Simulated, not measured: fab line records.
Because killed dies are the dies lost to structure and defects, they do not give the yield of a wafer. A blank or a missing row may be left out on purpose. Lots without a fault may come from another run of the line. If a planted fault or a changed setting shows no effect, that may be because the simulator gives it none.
Which of the tools did it? / flow n5-finfet / 60 wafers from 20 lots sampled at 4 of the route's 1938 steps

== WHAT THE GAUGES READ, wafer by wafer ==
N5_DUMMY_GATE_OVL_MEAS_16. Usual: for GATE_OVL the level is 0.3 nm and the standard deviation is 0.72.
lot=L074; measured=day 2 22:15; on=overlay-01; GATE_OVL (nm)=1.2 0.9 1.2; flag=
lot=L076; measured=day 3 10:39; on=overlay-02; GATE_OVL (nm)=0.3 1.0 0.6; flag=
lot=L077; measured=day 3 15:42; on=overlay-01; GATE_OVL (nm)=0.9 0.2 0.6; flag=
lot=L078; measured=day 3 23:16; on=overlay-02; GATE_OVL (nm)=-0.3 -0.6 0.1; flag=
lot=L079; measured=day 4 04:13; on=overlay-02; GATE_OVL (nm)=0.7 -0.2 0.3; flag=
lot=L080; measured=day 4 09:54; on=overlay-01; GATE_OVL (nm)=0.5 -0.7 -0.2; flag=
lot=L081; measured=day 4 15:54; on=overlay-02; GATE_OVL (nm)=0.0 -0.3 -0.3; flag=
lot=L082; measured=day 4 23:50; on=overlay-02; GATE_OVL (nm)=-0.3 0.2 0.5; flag=
lot=L084; measured=day 5 14:43; on=overlay-02; GATE_OVL (nm)=-0.6 0.9 -0.4; flag=
lot=L085; measured=day 5 16:31; on=overlay-02; GATE_OVL (nm)=1.7 1.0 0.6; flag=
lot=L086; measured=day 6 02:48; on=overlay-01; GATE_OVL (nm)=-0.1 0.5 0.7; flag=
lot=L087; measured=day 6 08:37; on=overlay-02; GATE_OVL (nm)=0.3 -0.6 0.5; flag=
lot=L088; measured=day 6 13:01; on=overlay-02; GATE_OVL (nm)=-1.5 -0.6 -0.4; flag=
lot=L089; measured=day 6 18:39; on=overlay-01; GATE_OVL (nm)=0.5 0.2 0.3; flag=
lot=L090; measured=day 6 23:47; on=overlay-01; GATE_OVL (nm)=1.9 1.0 0.9; flag=
lot=L092; measured=day 7 11:44; on=overlay-02; GATE_OVL (nm)=0.0 1.3 1.2; flag=
lot=L093; measured=day 7 15:57; on=overlay-02; GATE_OVL (nm)=0.6 -0.4 -0.4; flag=
lot=L095; measured=day 8 05:58; on=overlay-01; GATE_OVL (nm)=1.2 1.7 0.8; flag=
lot=L096; measured=day 8 13:08; on=overlay-02; GATE_OVL (nm)=-0.1 0.0 0.0; flag=
lot=L097; measured=day 8 22:47; on=overlay-02; GATE_OVL (nm)=-1.0 0.1 -0.4; flag=

N5_DUMMY_GATE_CD_MEAS_24: target cd 15 nm. Usual: cd-nm reads 15.0 nm (standard deviation 0.36).
lot=L074; measured=day 2 23:13; on=cd-sem-03; cd-nm (nm)=14.2 14.4 14.9; flag=
lot=L076; measured=day 3 11:39; on=cd-sem-02; cd-nm (nm)=15.1 15.4 14.8; flag=
lot=L077; measured=day 3 16:43; on=cd-sem-03; cd-nm (nm)=15.7 15.9 15.2; flag=
lot=L078; measured=day 4 00:14; on=cd-sem-03; cd-nm (nm)=15.3 15.3 15.2; flag=
lot=L079; measured=day 4 05:14; on=cd-sem-03; cd-nm (nm)=14.9 14.5 14.9; flag=
lot=L080; measured=day 4 10:52; on=cd-sem-02; cd-nm (nm)=14.9 14.9 14.9; flag=
lot=L081; measured=day 4 16:52; on=cd-sem-01; cd-nm (nm)=15.0 15.0 15.2; flag=
lot=L082; measured=day 5 00:48; on=cd-sem-01; cd-nm (nm)=15.0 14.9 15.4; flag=
lot=L084; measured=day 5 15:43; on=cd-sem-03; cd-nm (nm)=14.6 15.1 14.7; flag=
lot=L085; measured=day 5 17:32; on=cd-sem-02; cd-nm (nm)=14.8 14.8 14.6; flag=
lot=L086; measured=day 6 03:52; on=cd-sem-03; cd-nm (nm)=14.8 15.0 14.8; flag=
lot=L087; measured=day 6 09:34; on=cd-sem-02; cd-nm (nm)=15.3 14.9 15.4; flag=
lot=L088; measured=day 6 13:58; on=cd-sem-02; cd-nm (nm)=14.6 15.8 16.3; flag=
lot=L089; measured=day 6 19:46; on=cd-sem-03; cd-nm (nm)=16.0 15.2 15.8; flag=
lot=L090; measured=day 7 00:44; on=cd-sem-02; cd-nm (nm)=15.4 14.7 15.1; flag=
lot=L092; measured=day 7 13:36; on=cd-sem-02; cd-nm (nm)=14.9 14.8 15.0; flag=
lot=L093; measured=day 7 17:25; on=cd-sem-02; cd-nm (nm)=14.9 14.8 14.8; flag=
lot=L095; measured=day 8 06:56; on=cd-sem-03; cd-nm (nm)=14.8 15.3 14.8; flag=
lot=L096; measured=day 8 14:19; on=cd-sem-02; cd-nm (nm)=15.2 14.9 14.7; flag=
lot=L097; measured=day 8 23:44; on=cd-sem-02; cd-nm (nm)=14.9 14.8 15.0; flag=

== WHICH TOOL RAN EACH LOT (tool, then ch and the chambers of the sampled wafers, then the start) ==
lot=L074; N5_DUMMY_GATE_ETCH_29=rie-diel-04 ch 0,1, day 2 22:25; N5_DUMMY_GATE_STRIP_41=rie-diel-04 ch 1,2, day 2 22:49
lot=L076; N5_DUMMY_GATE_ETCH_29=rie-diel-06 ch 0,2,3, day 3 10:48; N5_DUMMY_GATE_STRIP_41=rie-diel-04 ch 1,2,3, day 3 11:15
lot=L077; N5_DUMMY_GATE_ETCH_29=rie-diel-06 ch 1,2,3, day 3 15:53; N5_DUMMY_GATE_STRIP_41=rie-diel-01 ch 1,2, day 3 16:18
lot=L078; N5_DUMMY_GATE_ETCH_29=rie-diel-06 ch 0,2, day 3 23:25; N5_DUMMY_GATE_STRIP_41=rie-diel-06 ch 0,3, day 3 23:49
lot=L079; N5_DUMMY_GATE_ETCH_29=rie-diel-01 ch 1,2,3, day 4 04:22; N5_DUMMY_GATE_STRIP_41=rie-diel-06 ch 1,2, day 4 04:50
lot=L080; N5_DUMMY_GATE_ETCH_29=rie-diel-04 ch 0,1, day 4 10:04; N5_DUMMY_GATE_STRIP_41=rie-diel-06 ch 0,2,3, day 4 10:28
lot=L081; N5_DUMMY_GATE_ETCH_29=rie-diel-04 ch 0,2,3, day 4 16:03; N5_DUMMY_GATE_STRIP_41=rie-diel-06 ch 0,3, day 4 16:28
lot=L082; N5_DUMMY_GATE_ETCH_29=rie-diel-01 ch 0,1, day 4 23:59; N5_DUMMY_GATE_STRIP_41=rie-diel-04 ch 0,1, day 5 00:24
lot=L084; N5_DUMMY_GATE_ETCH_29=rie-diel-01 ch 1,3, day 5 14:55; N5_DUMMY_GATE_STRIP_41=rie-diel-04 ch 0,1,2, day 5 15:19
lot=L085; N5_DUMMY_GATE_ETCH_29=rie-diel-01 ch 1,2,3, day 5 16:43; N5_DUMMY_GATE_STRIP_41=rie-diel-04 ch 0,3, day 5 17:08
lot=L086; N5_DUMMY_GATE_ETCH_29=rie-diel-06 ch 0,2, day 6 02:57; N5_DUMMY_GATE_STRIP_41=rie-diel-01 ch 0,2,3, day 6 03:28
lot=L087; N5_DUMMY_GATE_ETCH_29=rie-diel-06 ch 0,2,3, day 6 08:46; N5_DUMMY_GATE_STRIP_41=rie-diel-06 ch 1,2,3, day 6 09:10
lot=L088; N5_DUMMY_GATE_ETCH_29=rie-diel-04 ch 0,2,3, day 6 13:10; N5_DUMMY_GATE_STRIP_41=rie-diel-01 ch 1,2, day 6 13:34
lot=L089; N5_DUMMY_GATE_ETCH_29=rie-diel-01 ch 0,3, day 6 18:47; N5_DUMMY_GATE_STRIP_41=rie-diel-04 ch 0,3, day 6 19:20
lot=L090; N5_DUMMY_GATE_ETCH_29=rie-diel-06 ch 0,1,3, day 6 23:56; N5_DUMMY_GATE_STRIP_41=rie-diel-06 ch 0,1, day 7 00:20
lot=L092; N5_DUMMY_GATE_ETCH_29=rie-diel-06 ch 0,3, day 7 12:30; N5_DUMMY_GATE_STRIP_41=rie-diel-06 ch 0,1,2, day 7 13:11
lot=L093; N5_DUMMY_GATE_ETCH_29=rie-diel-06 ch 1,2, day 7 16:28; N5_DUMMY_GATE_STRIP_41=rie-diel-06 ch 0,1,2, day 7 17:01
lot=L095; N5_DUMMY_GATE_ETCH_29=rie-diel-01 ch 0,2,3, day 8 06:07; N5_DUMMY_GATE_STRIP_41=rie-diel-04 ch 1,2,3, day 8 06:32
lot=L096; N5_DUMMY_GATE_ETCH_29=rie-diel-06 ch 1,2,3, day 8 13:17; N5_DUMMY_GATE_STRIP_41=rie-diel-04 ch 2,3, day 8 13:55
lot=L097; N5_DUMMY_GATE_ETCH_29=rie-diel-01 ch 0,2,3, day 8 22:56; N5_DUMMY_GATE_STRIP_41=rie-diel-06 ch 0,1,2, day 8 23:20
- N5_DUMMY_GATE_ETCH_29: etches underlayer in N2/H2, target depth 13 nm.
- N5_DUMMY_GATE_STRIP_41: strips in O2.

== AS READ BY THE TOOLS THEMSELVES (means over the sampled wafers that have a number; for cases with no such wafer, the mark the record gives instead) ==
N5_DUMMY_GATE_ETCH_29. Usual: chamber-pressure-mTorr 30.001 mTorr, standard deviation 0.027; drypump-motor-current-A 5.7 A, standard deviation 0.47; h2-flow-sccm 200.0 sccm, standard deviation 0.59; oes-product-au 0.76 a.u., standard deviation 0.062; rf-vpp-V 524.1 V, standard deviation 2.9; showerhead-plenum-p-Torr 2.55 Torr, standard deviation 0.099; throttle-valve-pct 17.94 %, standard deviation 0.2.
lot=L074; tool=rie-diel-04; chamber-pressure-mTorr (mTorr)=30.005; drypump-motor-current-A (A)=5.4; h2-flow-sccm (sccm)=200.0; oes-product-au (a.u.)=0.77; rf-vpp-V (V)=527.1; showerhead-plenum-p-Torr (Torr)=2.64; throttle-valve-pct (%)=18.01; flag=
lot=L076; tool=rie-diel-06; chamber-pressure-mTorr (mTorr)=30.026; drypump-motor-current-A (A)=5.5; h2-flow-sccm (sccm)=200.4; oes-product-au (a.u.)=0.74; rf-vpp-V (V)=523.4; showerhead-plenum-p-Torr (Torr)=2.52; throttle-valve-pct (%)=17.99; flag=
lot=L077; tool=rie-diel-06; chamber-pressure-mTorr (mTorr)=29.996; drypump-motor-current-A (A)=5.5; h2-flow-sccm (sccm)=199.8; oes-product-au (a.u.)=0.75; rf-vpp-V (V)=520.9; showerhead-plenum-p-Torr (Torr)=2.43; throttle-valve-pct (%)=17.93; flag=
lot=L078; tool=rie-diel-06; chamber-pressure-mTorr (mTorr)=30.022; drypump-motor-current-A (A)=5.1; h2-flow-sccm (sccm)=200.6; oes-product-au (a.u.)=0.72; rf-vpp-V (V)=521.8; showerhead-plenum-p-Torr (Torr)=2.49; throttle-valve-pct (%)=18.03; flag=
lot=L079; tool=rie-diel-01; chamber-pressure-mTorr (mTorr)=30.005; drypump-motor-current-A (A)=5.8; h2-flow-sccm (sccm)=199.9; oes-product-au (a.u.)=0.76; rf-vpp-V (V)=525.0; showerhead-plenum-p-Torr (Torr)=2.58; throttle-valve-pct (%)=17.93; flag=
lot=L080; tool=rie-diel-04; chamber-pressure-mTorr (mTorr)=30.005; drypump-motor-current-A (A)=5.4; h2-flow-sccm (sccm)=200.1; oes-product-au (a.u.)=0.77; rf-vpp-V (V)=526.4; showerhead-plenum-p-Torr (Torr)=2.64; throttle-valve-pct (%)=18.04; flag=
lot=L081; tool=rie-diel-04; chamber-pressure-mTorr (mTorr)=29.997; drypump-motor-current-A (A)=5.7; h2-flow-sccm (sccm)=199.5; oes-product-au (a.u.)=0.79; rf-vpp-V (V)=526.6; showerhead-plenum-p-Torr (Torr)=2.61; throttle-valve-pct (%)=17.74; flag=
lot=L082; tool=rie-diel-01; chamber-pressure-mTorr (mTorr)=29.976; drypump-motor-current-A (A)=6.3; h2-flow-sccm (sccm)=199.7; oes-product-au (a.u.)=0.75; rf-vpp-V (V)=522.2; showerhead-plenum-p-Torr (Torr)=2.50; throttle-valve-pct (%)=18.08; flag=
lot=L084; tool=rie-diel-01; chamber-pressure-mTorr (mTorr)=29.989; drypump-motor-current-A (A)=6.1; h2-flow-sccm (sccm)=199.8; oes-product-au (a.u.)=0.73; rf-vpp-V (V)=523.6; showerhead-plenum-p-Torr (Torr)=2.53; throttle-valve-pct (%)=17.96; flag=
lot=L085; tool=rie-diel-01; chamber-pressure-mTorr (mTorr)=30.009; drypump-motor-current-A (A)=5.8; h2-flow-sccm (sccm)=200.4; oes-product-au (a.u.)=0.74; rf-vpp-V (V)=524.5; showerhead-plenum-p-Torr (Torr)=2.57; throttle-valve-pct (%)=17.94; flag=
lot=L086; tool=rie-diel-06; chamber-pressure-mTorr (mTorr)=29.984; drypump-motor-current-A (A)=5.1; h2-flow-sccm (sccm)=200.0; oes-product-au (a.u.)=0.70; rf-vpp-V (V)=521.8; showerhead-plenum-p-Torr (Torr)=2.48; throttle-valve-pct (%)=18.06; flag=
lot=L087; tool=rie-diel-06; chamber-pressure-mTorr (mTorr)=29.995; drypump-motor-current-A (A)=5.5; h2-flow-sccm (sccm)=200.6; oes-product-au (a.u.)=0.72; rf-vpp-V (V)=524.0; showerhead-plenum-p-Torr (Torr)=2.51; throttle-valve-pct (%)=18.02; flag=
lot=L088; tool=rie-diel-04; chamber-pressure-mTorr (mTorr)=30.013; drypump-motor-current-A (A)=5.7; h2-flow-sccm (sccm)=200.8; oes-product-au (a.u.)=0.78; rf-vpp-V (V)=526.7; showerhead-plenum-p-Torr (Torr)=2.61; throttle-valve-pct (%)=17.75; flag=
lot=L089; tool=rie-diel-01; chamber-pressure-mTorr (mTorr)=29.998; drypump-motor-current-A (A)=6.1; h2-flow-sccm (sccm)=200.1; oes-product-au (a.u.)=0.70; rf-vpp-V (V)=522.2; showerhead-plenum-p-Torr (Torr)=2.48; throttle-valve-pct (%)=17.99; flag=
lot=L090; tool=rie-diel-06; chamber-pressure-mTorr (mTorr)=30.016; drypump-motor-current-A (A)=5.8; h2-flow-sccm (sccm)=200.3; oes-product-au (a.u.)=0.76; rf-vpp-V (V)=522.3; showerhead-plenum-p-Torr (Torr)=2.50; throttle-valve-pct (%)=17.97; flag=
lot=L092; tool=rie-diel-06; chamber-pressure-mTorr (mTorr)=30.002; drypump-motor-current-A (A)=6.0; h2-flow-sccm (sccm)=200.6; oes-product-au (a.u.)=0.73; rf-vpp-V (V)=523.5; showerhead-plenum-p-Torr (Torr)=2.54; throttle-valve-pct (%)=18.02; flag=
lot=L093; tool=rie-diel-06; chamber-pressure-mTorr (mTorr)=29.959; drypump-motor-current-A (A)=5.3; h2-flow-sccm (sccm)=200.1; oes-product-au (a.u.)=0.84; rf-vpp-V (V)=521.0; showerhead-plenum-p-Torr (Torr)=2.49; throttle-valve-pct (%)=17.81; flag=
lot=L095; tool=rie-diel-01; chamber-pressure-mTorr (mTorr)=29.990; drypump-motor-current-A (A)=5.7; h2-flow-sccm (sccm)=199.9; oes-product-au (a.u.)=0.72; rf-vpp-V (V)=523.1; showerhead-plenum-p-Torr (Torr)=2.52; throttle-valve-pct (%)=17.98; flag=
lot=L096; tool=rie-diel-06; chamber-pressure-mTorr (mTorr)=30.003; drypump-motor-current-A (A)=5.5; h2-flow-sccm (sccm)=199.7; oes-product-au (a.u.)=0.82; rf-vpp-V (V)=523.5; showerhead-plenum-p-Torr (Torr)=2.53; throttle-valve-pct (%)=17.87; flag=
lot=L097; tool=rie-diel-01; chamber-pressure-mTorr (mTorr)=30.010; drypump-motor-current-A (A)=5.7; h2-flow-sccm (sccm)=200.0; oes-product-au (a.u.)=0.72; rf-vpp-V (V)=523.4; showerhead-plenum-p-Torr (Torr)=2.52; throttle-valve-pct (%)=17.97; flag=

N5_DUMMY_GATE_STRIP_41. Usual: chamber-pressure-mTorr 30.000 mTorr, standard deviation 0.028; drypump-motor-current-A 5.7 A, standard deviation 0.43; oes-product-au 0.77 a.u., standard deviation 0.068; rf-vpp-V 3.7 V, standard deviation 0.45; showerhead-plenum-p-Torr 2.11 Torr, standard deviation 0.088; throttle-valve-pct 16.74 %, standard deviation 0.2.
lot=L074; tool=rie-diel-04; chamber-pressure-mTorr (mTorr)=30.032; drypump-motor-current-A (A)=5.6; oes-product-au (a.u.)=0.79; rf-vpp-V (V)=4.0; showerhead-plenum-p-Torr (Torr)=2.17; throttle-valve-pct (%)=16.83; flag=
lot=L076; tool=rie-diel-04; chamber-pressure-mTorr (mTorr)=30.020; drypump-motor-current-A (A)=5.8; oes-product-au (a.u.)=0.79; rf-vpp-V (V)=3.2; showerhead-plenum-p-Torr (Torr)=2.16; throttle-valve-pct (%)=16.71; flag=
lot=L077; tool=rie-diel-01; chamber-pressure-mTorr (mTorr)=29.986; drypump-motor-current-A (A)=6.0; oes-product-au (a.u.)=0.78; rf-vpp-V (V)=4.1; showerhead-plenum-p-Torr (Torr)=2.14; throttle-valve-pct (%)=16.78; flag=
lot=L078; tool=rie-diel-06; chamber-pressure-mTorr (mTorr)=30.018; drypump-motor-current-A (A)=5.8; oes-product-au (a.u.)=0.76; rf-vpp-V (V)=3.4; showerhead-plenum-p-Torr (Torr)=2.15; throttle-valve-pct (%)=16.86; flag=
lot=L079; tool=rie-diel-06; chamber-pressure-mTorr (mTorr)=29.985; drypump-motor-current-A (A)=5.0; oes-product-au (a.u.)=0.73; rf-vpp-V (V)=3.4; showerhead-plenum-p-Torr (Torr)=1.96; throttle-valve-pct (%)=16.66; flag=
lot=L080; tool=rie-diel-06; chamber-pressure-mTorr (mTorr)=30.018; drypump-motor-current-A (A)=5.5; oes-product-au (a.u.)=0.74; rf-vpp-V (V)=3.4; showerhead-plenum-p-Torr (Torr)=2.08; throttle-valve-pct (%)=16.85; flag=
lot=L081; tool=rie-diel-06; chamber-pressure-mTorr (mTorr)=30.008; drypump-motor-current-A (A)=6.0; oes-product-au (a.u.)=0.75; rf-vpp-V (V)=3.5; showerhead-plenum-p-Torr (Torr)=2.12; throttle-valve-pct (%)=16.87; flag=
lot=L082; tool=rie-diel-04; chamber-pressure-mTorr (mTorr)=30.013; drypump-motor-current-A (A)=5.4; oes-product-au (a.u.)=0.74; rf-vpp-V (V)=3.7; showerhead-plenum-p-Torr (Torr)=2.17; throttle-valve-pct (%)=16.93; flag=
lot=L084; tool=rie-diel-04; chamber-pressure-mTorr (mTorr)=30.005; drypump-motor-current-A (A)=5.5; oes-product-au (a.u.)=0.79; rf-vpp-V (V)=3.5; showerhead-plenum-p-Torr (Torr)=2.17; throttle-valve-pct (%)=16.78; flag=
lot=L085; tool=rie-diel-04; chamber-pressure-mTorr (mTorr)=30.005; drypump-motor-current-A (A)=5.5; oes-product-au (a.u.)=0.75; rf-vpp-V (V)=3.6; showerhead-plenum-p-Torr (Torr)=2.18; throttle-valve-pct (%)=16.72; flag=
lot=L086; tool=rie-diel-01; chamber-pressure-mTorr (mTorr)=29.978; drypump-motor-current-A (A)=5.7; oes-product-au (a.u.)=0.73; rf-vpp-V (V)=4.0; showerhead-plenum-p-Torr (Torr)=2.08; throttle-valve-pct (%)=16.76; flag=
lot=L087; tool=rie-diel-06; chamber-pressure-mTorr (mTorr)=29.983; drypump-motor-current-A (A)=5.5; oes-product-au (a.u.)=0.73; rf-vpp-V (V)=3.7; showerhead-plenum-p-Torr (Torr)=1.99; throttle-valve-pct (%)=16.70; flag=
lot=L088; tool=rie-diel-01; chamber-pressure-mTorr (mTorr)=30.010; drypump-motor-current-A (A)=5.5; oes-product-au (a.u.)=0.77; rf-vpp-V (V)=4.2; showerhead-plenum-p-Torr (Torr)=2.16; throttle-valve-pct (%)=16.75; flag=
lot=L089; tool=rie-diel-04; chamber-pressure-mTorr (mTorr)=30.023; drypump-motor-current-A (A)=5.8; oes-product-au (a.u.)=0.73; rf-vpp-V (V)=3.8; showerhead-plenum-p-Torr (Torr)=2.16; throttle-valve-pct (%)=16.71; flag=
lot=L090; tool=rie-diel-06; chamber-pressure-mTorr (mTorr)=29.998; drypump-motor-current-A (A)=5.6; oes-product-au (a.u.)=0.77; rf-vpp-V (V)=3.5; showerhead-plenum-p-Torr (Torr)=2.09; throttle-valve-pct (%)=16.72; flag=
lot=L092; tool=rie-diel-06; chamber-pressure-mTorr (mTorr)=29.990; drypump-motor-current-A (A)=5.3; oes-product-au (a.u.)=0.83; rf-vpp-V (V)=4.2; showerhead-plenum-p-Torr (Torr)=2.10; throttle-valve-pct (%)=16.56; flag=
lot=L093; tool=rie-diel-06; chamber-pressure-mTorr (mTorr)=30.005; drypump-motor-current-A (A)=5.3; oes-product-au (a.u.)=0.83; rf-vpp-V (V)=3.5; showerhead-plenum-p-Torr (Torr)=2.10; throttle-valve-pct (%)=16.57; flag=
lot=L095; tool=rie-diel-04; chamber-pressure-mTorr (mTorr)=29.962; drypump-motor-current-A (A)=5.8; oes-product-au (a.u.)=0.75; rf-vpp-V (V)=4.0; showerhead-plenum-p-Torr (Torr)=2.15; throttle-valve-pct (%)=16.79; flag=
lot=L096; tool=rie-diel-04; chamber-pressure-mTorr (mTorr)=30.004; drypump-motor-current-A (A)=5.9; oes-product-au (a.u.)=0.79; rf-vpp-V (V)=3.7; showerhead-plenum-p-Torr (Torr)=2.15; throttle-valve-pct (%)=16.62; flag=
lot=L097; tool=rie-diel-06; chamber-pressure-mTorr (mTorr)=29.990; drypump-motor-current-A (A)=5.3; oes-product-au (a.u.)=0.81; rf-vpp-V (V)=3.6; showerhead-plenum-p-Torr (Torr)=2.10; throttle-valve-pct (%)=16.59; flag=

== THE ANSWER, worked out from the rows above alone ==
Rule: lot off if the mean of its wafers having a number is beyond 3 standard deviations from the usual mean. A lot without any number at a reading at which 4 lots or more have one is off too. All remaining lots with rows at the step are treated as sound. The gauges are gone through in route order, then the tools' own readings, and for those a lot's mean is taken as printed above. The first step at which some lot is off is used, and at that step the reading that is off furthest; a lot without a number counts as furthest.
No lot is off at any reading shown: from this, nothing can be told.

== WHAT THE SIMULATOR PUT IN ==
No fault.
